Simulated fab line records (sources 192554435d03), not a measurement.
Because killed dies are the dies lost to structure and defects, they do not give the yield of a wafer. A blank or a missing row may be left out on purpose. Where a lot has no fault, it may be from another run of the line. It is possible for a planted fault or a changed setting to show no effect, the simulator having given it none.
Which tool did it? / flow n5 finfet / 28 wafers sampled from 10 lots at 1 step of a route of 1938

## WHAT EACH GAUGE READ, for each wafer
N5_MIM_BOT_LITHO_INSPECT_12: inspects for defects (macro).
lot=L428; measured=day 13 17:53; on=defect inspect-01; raw defect count=1 2 2
lot=L429; measured=day 14 16:37; on=defect inspect-01; raw defect count=2 1 7
lot=L432; measured=day 15 12:00; on=defect inspect-02; raw defect count=2 3 1
lot=L434; measured=day 17 03:30; on=defect inspect-01; raw defect count=3 4 0
lot=L435; measured=day 17 03:40; on=defect inspect-01; raw defect count=1 2 1
lot=L436; measured=day 17 11:39; on=defect inspect-02; raw defect count=2 2 3
lot=L439; measured=day 17 22:10; on=defect inspect-02; raw defect count=1 4
lot=L440; measured=day 18 03:52; on=defect inspect-01; raw defect count=1 1
lot=L444; measured=day 18 07:31; on=defect inspect-02; raw defect count=3 0 1
lot=L447; measured=day 20 07:57; on=defect inspect-02; raw defect count=4 2 1

## WHAT TOOL EACH LOT RAN ON (gives the tool, then ch and the chambers of the sampled wafers, and finally the start)
There is no process step in the record ahead of these readings.

## THE ANSWER, worked out from the rows above alone
Rule: the lots themselves supply what counts as usual. The widest of any qualifying gaps counts: lots, ordered by their means at a reading, are off when they make up no more than a third of the lots, leave a main group of 4 or more, and stand apart from it by 3 or more times the standard deviation of that group's means. A main group whose means are all the same, to the digits that the tables above print for the reading, isn't used. A lot without any number at a reading at which 4 lots or more have one is off too. All remaining lots with rows at the step are treated as sound.
Across all readings shown, no lot is off: no conclusion can be drawn from this.

## WHAT THE SIMULATOR HAD INSERTED
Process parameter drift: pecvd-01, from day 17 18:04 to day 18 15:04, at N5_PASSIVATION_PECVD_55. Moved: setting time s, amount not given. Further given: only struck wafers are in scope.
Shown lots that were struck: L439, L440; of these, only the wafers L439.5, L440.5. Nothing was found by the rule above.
